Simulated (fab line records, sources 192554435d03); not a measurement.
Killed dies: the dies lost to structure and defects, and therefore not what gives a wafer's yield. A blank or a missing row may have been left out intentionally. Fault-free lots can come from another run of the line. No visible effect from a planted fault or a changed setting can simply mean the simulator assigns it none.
Which tool is to blame? ; flow n5 finfet ; Sampling: 7 lots, 21 wafers, 5 of 1938 route steps

WHAT THE GAUGES READ, wafer by wafer
N5_BEOL_M0_OCD_MEAS_108.
lot;measured;on;trench depth nm (nm)
L376;day 9 04:33;ocd-02;31.7 33.1 32.4
L378;day 9 13:44;ocd-02;0 0.1 0
L379;day 9 17:32;ocd-01;0.7 0.7 0
L380;day 10 00:48;ocd-02;0 0 0
L385;day 11 07:20;ocd-01;32.4 32.6 32.7
L386;day 11 20:26;ocd-01;33.4 32.7 32.7
L387;day 11 20:43;ocd-02;32.0 31.3 31.6

EACH LOT AND THE TOOL THAT RAN IT (in order: tool; ch and the chambers of the sampled wafers; start)
lot;N5_BEOL_M0_SAQP_ALD_48;N5_BEOL_M0_ETCH_138;N5_BEOL_M0_STRIP_104;N5_BEOL_M0_ETCH_128
L376;ald sin-03 ch 0,1, day 9 02:01;rie diel-04 ch 0,1,2, day 9 03:12;rie diel-01 ch 2,3, day 9 03:49;rie diel-04 ch 0,1,2, day 9 04:25
L378;ald sin-01 ch 0,2,3, day 9 09:44;rie diel-04 ch 0,1,2, day 9 11:04;rie diel-03 ch 1,2,3, day 9 13:25;rie diel-04 ch 0,1, day 9 13:35
L379;ald sin-01 ch 0,1,3, day 9 14:16;rie diel-04 ch 0,1,2, day 9 15:28;rie diel-03 ch 1,2,3, day 9 16:59;rie diel-04 ch 0,2,3, day 9 17:24
L380;ald sin-04 ch 2,3, day 9 20:07;rie diel-03 ch 0,1,2, day 9 21:31;rie diel-04 ch 0,1, day 9 23:44;rie diel-04 ch 2,3, day 10 00:39
L385;ald sin-04 ch 0,1,2, day 11 01:27;rie diel-04 ch 0,1,2, day 11 02:49;rie diel-03 ch 1,2, day 11 07:04;rie diel-04 ch 0,1, day 11 07:11
L386;ald sin-04 ch 0,1,2, day 11 11:01;rie diel-03 ch 1,2, day 11 12:24;rie diel-04 ch 0,3, day 11 19:32;rie diel-04 ch 0,1,2, day 11 20:17
L387;ald sin-04 ch 1,2, day 11 13:25;rie diel-03 ch 2, day 11 14:50;rie diel-04 ch 0,1,3, day 11 19:36;rie diel-04 ch 0,2, day 11 20:34
- N5_BEOL_M0_SAQP_ALD_48: deposits SiO2, target thk 20 nm, pulse time 1 s, co reactant pulse time 1 s.
- N5_BEOL_M0_ETCH_138: etches SiCN in CH3F/O2, target depth 12 nm, time 31.6 s.
- N5_BEOL_M0_STRIP_104: strips in N2/H2.
- N5_BEOL_M0_ETCH_128: etches SiCN in CF4/N2, target depth 12 nm, overetch 5.1 nm, time 21.4 s.

THE ANSWER, worked out from the rows above alone
Rule: usual is defined by the lots themselves. The widest of any qualifying gaps counts: lots, ordered by their means at a reading, are off when they make up no more than a third of the lots, leave a main group of 4 or more, and stand apart from it by 3 or more times the standard deviation of that group's means. If all means in a main group match to the digits the tables above print for the reading, that group is not used. A lot without any number at a reading at which 4 lots or more have one is off too. The other lots that the step has rows for count as sound.
None of the lots is off at any reading shown; this tells nothing.

WHAT THE SIMULATOR PUT IN
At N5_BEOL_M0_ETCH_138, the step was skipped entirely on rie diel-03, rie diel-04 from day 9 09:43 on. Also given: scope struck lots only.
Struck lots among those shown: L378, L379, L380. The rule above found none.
